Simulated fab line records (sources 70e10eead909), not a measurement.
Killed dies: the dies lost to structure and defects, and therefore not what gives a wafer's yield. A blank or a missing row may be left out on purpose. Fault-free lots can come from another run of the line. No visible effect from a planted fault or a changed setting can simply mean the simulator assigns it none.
Matching of chambers :: flow nand harc :: 4 sister chambers for NHARC_P_M0_STRIP_18 on rie diel-10
The step strips in N2/H2. 36 wafers are shown with their chamber, then 12 later ones without.

== WAFERS PAIRED WITH THEIR CHAMBERS ==
wafer: L074.1
chamber: 0
showerhead plenum p Torr (Torr): 2.18
drypump motor current A (A): 6.1
oes product au (a.u.): 1.028

wafer: L074.5
chamber: 0
showerhead plenum p Torr (Torr): 2.18
drypump motor current A (A): 6.1
oes product au (a.u.): 1.013

wafer: L074.6
chamber: 1
showerhead plenum p Torr (Torr): 2.12
drypump motor current A (A): 6.0
oes product au (a.u.): 1.012

wafer: L077.1
chamber: 1
showerhead plenum p Torr (Torr): 2.11
drypump motor current A (A): 6.0
oes product au (a.u.): 1.006

wafer: L077.4
chamber: 2
showerhead plenum p Torr (Torr): 1.93
drypump motor current A (A): 6.5
oes product au (a.u.): 0.983

wafer: L077.6
chamber: 1
showerhead plenum p Torr (Torr): 2.11
drypump motor current A (A): 6.0
oes product au (a.u.): 1.003

wafer: L078.1
chamber: 0
showerhead plenum p Torr (Torr): 2.18
drypump motor current A (A): 6.1
oes product au (a.u.): 1.028

wafer: L078.4
chamber: 1
showerhead plenum p Torr (Torr): 2.11
drypump motor current A (A): 5.9
oes product au (a.u.): 1.009

wafer: L078.5
chamber: 0
showerhead plenum p Torr (Torr): 2.18
drypump motor current A (A): 6.1
oes product au (a.u.): 1.032

wafer: L079.1
chamber: 1
showerhead plenum p Torr (Torr): 2.11
drypump motor current A (A): 6.0
oes product au (a.u.): 1.010

wafer: L079.2
chamber: 0
showerhead plenum p Torr (Torr): 2.18
drypump motor current A (A): 6.1
oes product au (a.u.): 1.031

wafer: L079.5
chamber: 0
showerhead plenum p Torr (Torr): 2.18
drypump motor current A (A): 6.1
oes product au (a.u.): 1.020

wafer: L082.4
chamber: 0
showerhead plenum p Torr (Torr): 2.18
drypump motor current A (A): 6.1
oes product au (a.u.): 1.026

wafer: L082.5
chamber: 0
showerhead plenum p Torr (Torr): 2.18
drypump motor current A (A): 6.1
oes product au (a.u.): 1.026

wafer: L082.6
chamber: 3
showerhead plenum p Torr (Torr): 1.95
drypump motor current A (A): 6.6
oes product au (a.u.): 1.004

wafer: L083.1
chamber: 2
showerhead plenum p Torr (Torr): 1.93
drypump motor current A (A): 6.5
oes product au (a.u.): 0.994

wafer: L083.2
chamber: 1
showerhead plenum p Torr (Torr): 2.11
drypump motor current A (A): 6.1
oes product au (a.u.): 1.010

wafer: L083.3
chamber: 0
showerhead plenum p Torr (Torr): 2.18
drypump motor current A (A): 6.1
oes product au (a.u.): 1.018

wafer: L083.4
chamber: 3
showerhead plenum p Torr (Torr): 1.94
drypump motor current A (A): 6.5
oes product au (a.u.): 1.010

wafer: L083.5
chamber: 2
showerhead plenum p Torr (Torr): 1.93
drypump motor current A (A): 6.5
oes product au (a.u.): 0.990

wafer: L083.6
chamber: 3
showerhead plenum p Torr (Torr): 1.95
drypump motor current A (A): 6.5
oes product au (a.u.): 1.007

wafer: L084.2
chamber: 1
showerhead plenum p Torr (Torr): 2.11
drypump motor current A (A): 6.0
oes product au (a.u.): 1.004

wafer: L084.3
chamber: 3
showerhead plenum p Torr (Torr): 1.94
drypump motor current A (A): 6.6
oes product au (a.u.): 1.002

wafer: L084.6
chamber: 2
showerhead plenum p Torr (Torr): 1.93
drypump motor current A (A): 6.5
oes product au (a.u.): 0.999

wafer: L085.4
chamber: 2
showerhead plenum p Torr (Torr): 1.93
drypump motor current A (A): 6.5
oes product au (a.u.): 0.986

wafer: L085.5
chamber: 0
showerhead plenum p Torr (Torr): 2.18
drypump motor current A (A): 6.1
oes product au (a.u.): 1.013

wafer: L085.6
chamber: 1
showerhead plenum p Torr (Torr): 2.11
drypump motor current A (A): 6.0
oes product au (a.u.): 1.002

wafer: L089.1
chamber: 1
showerhead plenum p Torr (Torr): 2.11
drypump motor current A (A): 6.0
oes product au (a.u.): 1.012

wafer: L089.4
chamber: 2
showerhead plenum p Torr (Torr): 1.93
drypump motor current A (A): 6.5
oes product au (a.u.): 0.989

wafer: L089.6
chamber: 0
showerhead plenum p Torr (Torr): 2.18
drypump motor current A (A): 6.1
oes product au (a.u.): 0.990

wafer: L090.3
chamber: 3
showerhead plenum p Torr (Torr): 1.94
drypump motor current A (A): 6.6
oes product au (a.u.): 0.994

wafer: L090.5
chamber: 2
showerhead plenum p Torr (Torr): 1.93
drypump motor current A (A): 6.5
oes product au (a.u.): 0.984

wafer: L090.6
chamber: 1
showerhead plenum p Torr (Torr): 2.11
drypump motor current A (A): 6.0
oes product au (a.u.): 1.007

wafer: L091.1
chamber: 3
showerhead plenum p Torr (Torr): 1.94
drypump motor current A (A): 6.6
oes product au (a.u.): 0.987

wafer: L091.3
chamber: 2
showerhead plenum p Torr (Torr): 1.93
drypump motor current A (A): 6.5
oes product au (a.u.): 0.986

wafer: L091.6
chamber: 1
showerhead plenum p Torr (Torr): 2.11
drypump motor current A (A): 6.0
oes product au (a.u.): 0.997

SIGNATURES (means of the wafers above)
reading: showerhead plenum p Torr
chamber 0: 2.1800
chamber 1: 2.1109
chamber 2: 1.9300
chamber 3: 1.9433
scatter within a chamber: 0.00265

reading: drypump motor current A
chamber 0: 6.100
chamber 1: 6.000
chamber 2: 6.500
chamber 3: 6.567
scatter within a chamber: 0.0323

reading: oes product au
chamber 0: 1.02045
chamber 1: 1.00655
chamber 2: 0.98887
chamber 3: 1.00067
scatter within a chamber: 0.00841
Rule: a wafer lies at a distance from a chamber equal to the root of the sum of squares, over the readings, of (its reading less the chamber's mean, divided by the reading's scatter). If the next closest chamber is less than 2 further off than the closest, the wafer can't be placed; otherwise it belongs to the closest. The scatter: the root of (the sum of the squares of (reading less its chamber's mean) over the shown wafers, divided by (wafers less chambers)).

== WAFERS MISSING THEIR CHAMBER ==
wafer: L092.3
showerhead plenum p Torr (Torr): 1.93
drypump motor current A (A): 6.5
oes product au (a.u.): 0.986

wafer: L092.4
showerhead plenum p Torr (Torr): 2.17
drypump motor current A (A): 6.1
oes product au (a.u.): 0.991

wafer: L092.6
showerhead plenum p Torr (Torr): 2.17
drypump motor current A (A): 6.1
oes product au (a.u.): 0.997

wafer: L093.1
showerhead plenum p Torr (Torr): 1.93
drypump motor current A (A): 6.5
oes product au (a.u.): 0.990

wafer: L093.2
showerhead plenum p Torr (Torr): 2.11
drypump motor current A (A): 6.0
oes product au (a.u.): 1.004

wafer: L093.3
showerhead plenum p Torr (Torr): 2.17
drypump motor current A (A): 6.1
oes product au (a.u.): 0.997

wafer: L095.1
showerhead plenum p Torr (Torr): 1.94
drypump motor current A (A): 6.6
oes product au (a.u.): 0.990

wafer: L095.2
showerhead plenum p Torr (Torr): 2.17
drypump motor current A (A): 6.1
oes product au (a.u.): 1.012

wafer: L095.4
showerhead plenum p Torr (Torr): 1.92
drypump motor current A (A): 6.5
oes product au (a.u.): 0.998

wafer: L097.4
showerhead plenum p Torr (Torr): 1.94
drypump motor current A (A): 6.6
oes product au (a.u.): 1.002

wafer: L097.5
showerhead plenum p Torr (Torr): 2.10
drypump motor current A (A): 6.0
oes product au (a.u.): 1.009

wafer: L097.6
showerhead plenum p Torr (Torr): 2.17
drypump motor current A (A): 6.1
oes product au (a.u.): 1.003

== THE CHAMBER EACH PASSED THROUGH ==
wafer: L092.3
from the rows above: 2
in truth: 2

wafer: L092.4
from the rows above: 0
in truth: 0

wafer: L092.6
from the rows above: 0
in truth: 0

wafer: L093.1
from the rows above: 2
in truth: 2

wafer: L093.2
from the rows above: 1
in truth: 1

wafer: L093.3
from the rows above: 0
in truth: 0

wafer: L095.1
from the rows above: 3
in truth: 3

wafer: L095.2
from the rows above: 0
in truth: 0

wafer: L095.4
from the rows above: 2
in truth: 2

wafer: L097.4
from the rows above: 3
in truth: 3

wafer: L097.5
from the rows above: 1
in truth: 1

wafer: L097.6
from the rows above: 0
in truth: 0
Placed correctly: 12 of 12. Number that these rows cannot place: 0. Wrongly placed: 0.
